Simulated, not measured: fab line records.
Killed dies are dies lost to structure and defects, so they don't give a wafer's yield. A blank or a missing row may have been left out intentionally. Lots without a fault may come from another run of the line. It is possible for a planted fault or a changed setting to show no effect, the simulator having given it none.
Matching of chambers | flow n5_finfet | N5_BEOL_M3_STRIP_36 on rie_diel-02: 4 sister chambers
The step strips in N2/H2. 18 wafers are shown with their chamber, then 9 later ones without.

== EACH WAFER AND ITS CHAMBER ==
wafer  | chamber | showerhead_plenum_p_Torr (Torr) | drypump_motor_current_A (A) | oes_product_au (a.u.)
L075.2 | 1       | 2.49                            | 5.2                         | 0.92
L075.3 | 2       | 2.52                            | 5.8                         | 0.69
L075.5 | 1       | 2.49                            | 5.2                         | 0.92
L081.2 | 2       | 2.52                            | 5.8                         | 0.69
L081.5 | 3       | 2.53                            | 5.5                         | 0.72
L081.6 | 0       | 2.35                            | 5.0                         | 0.78
L083.4 | 3       | 2.52                            | 5.4                         | 0.73
L083.5 | 0       | 2.35                            | 5.0                         | 0.76
L083.6 | 2       | 2.52                            | 5.8                         | 0.68
L084.2 | 0       | 2.35                            | 5.0                         | 0.77
L084.4 | 2       | 2.51                            | 5.8                         | 0.67
L084.6 | 1       | 2.48                            | 5.2                         | 0.88
L086.1 | 2       | 2.51                            | 5.8                         | 0.68
L086.4 | 0       | 2.35                            | 5.0                         | 0.78
L086.6 | 2       | 2.51                            | 5.7                         | 0.67
L091.1 | 0       | 2.35                            | 5.0                         | 0.77
L091.3 | 3       | 2.52                            | 5.5                         | 0.71
L091.6 | 1       | 2.48                            | 5.2                         | 0.88

SIGNATURES, as means of the wafers listed above
reading                  | chamber 0 | chamber 1 | chamber 2 | chamber 3 | scatter within a chamber
showerhead_plenum_p_Torr | 2.3500    | 2.4850    | 2.5150    | 2.5233    | 0.00476
drypump_motor_current_A  | 5.000     | 5.200     | 5.783     | 5.467     | 0.0327
oes_product_au           | 0.7720    | 0.9000    | 0.6800    | 0.7200    | 0.0133
Rule: a wafer lies at a distance from a chamber equal to the root of the sum of squares, over the readings, of (its reading less the chamber's mean, divided by the reading's scatter). The wafer belongs to the nearest chamber; if the next one is less than 2 further off, it can't be placed. The scatter: the root of (the sum of the squares of (reading less its chamber's mean) over the shown wafers, divided by (wafers less chambers)).

== WAFERS WITH NO CHAMBER GIVEN ==
wafer  | showerhead_plenum_p_Torr (Torr) | drypump_motor_current_A (A) | oes_product_au (a.u.)
L093.1 | 2.52                            | 5.5                         | 0.70
L093.4 | 2.52                            | 5.5                         | 0.71
L093.6 | 2.51                            | 5.8                         | 0.66
L095.2 | 2.47                            | 5.2                         | 0.85
L095.4 | 2.51                            | 5.8                         | 1.00
L095.5 | 2.47                            | 5.2                         | 0.85
L096.3 | 2.50                            | 5.8                         | 0.96
L096.4 | 2.34                            | 5.0                         | 0.75
L096.6 | 2.50                            | 5.8                         | 0.96

== WHICH CHAMBER EACH ONE RAN IN ==
wafer  | from the rows above | in truth
L093.1 | 3                   | 3
L093.4 | 3                   | 3
L093.6 | 2                   | 2
L095.2 | 1                   | 1
L095.4 | 1                   | 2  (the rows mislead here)
L095.5 | 1                   | 1
L096.3 | 1                   | 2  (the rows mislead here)
L096.4 | 0                   | 0
L096.6 | 1                   | 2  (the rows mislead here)
Correct placement for 6 of the 9. Left unplaced by these rows: 0. 3 placed wrongly.
